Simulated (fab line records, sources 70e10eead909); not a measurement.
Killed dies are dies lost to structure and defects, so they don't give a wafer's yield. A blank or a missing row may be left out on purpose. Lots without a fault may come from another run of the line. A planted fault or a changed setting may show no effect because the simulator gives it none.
Chamber matching | flow nand_harc | NHARC_P_M0_STRIP_18 on rie_diel-08: 4 sister chambers
The step strips in N2/H2. 4 wafers are shown with their chamber, then 9 later ones without.

WAFERS WITH THEIR CHAMBER
wafer  | chamber | showerhead_plenum_p_Torr (Torr)
L820.6 | 0       | 2.03
L822.2 | 1       | 2.02
L823.1 | 2       | 2.16
L823.6 | 3       | 2.17

WAFERS WITHOUT THEIR CHAMBER
wafer  | showerhead_plenum_p_Torr (Torr)
L824.1 | 2.02
L824.2 | 2.17
L824.5 | 2.17
L829.1 | 2.03
L829.2 | 2.15
L829.6 | 2.15
L830.2 | 2.01
L830.4 | 2.17
L830.5 | 2.01

WHICH CHAMBER EACH WENT THROUGH
wafer  | from the rows above     | in truth
L824.1 | can't be placed: 1 or 0 | 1
L824.2 | can't be placed: 3 or 2 | 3
L824.5 | can't be placed: 3 or 2 | 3
L829.1 | can't be placed: 0 or 1 | 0
L829.2 | can't be placed: 2 or 3 | 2
L829.6 | can't be placed: 2 or 3 | 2
L830.2 | can't be placed: 1 or 0 | 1
L830.4 | can't be placed: 3 or 2 | 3
L830.5 | can't be placed: 1 or 0 | 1
Placed correctly: 0 of 9. Can't be placed from these rows: 9 (the true chamber is among the candidates in 9). Placed wrongly: 0.
How it was worked out, from the rows above alone: a wafer's distance from a chamber is the root of the sum, over the readings, of the square of ((its reading less the chamber's mean) divided by the reading's scatter). The wafer belongs to the nearest chamber; if the next one is less than 2 further off, it can't be placed. A chamber's mean is the mean of its shown wafers. The scatter: with one shown wafer a chamber, the root of the mean of the squares of how far each hidden wafer lies from its nearest shown one.
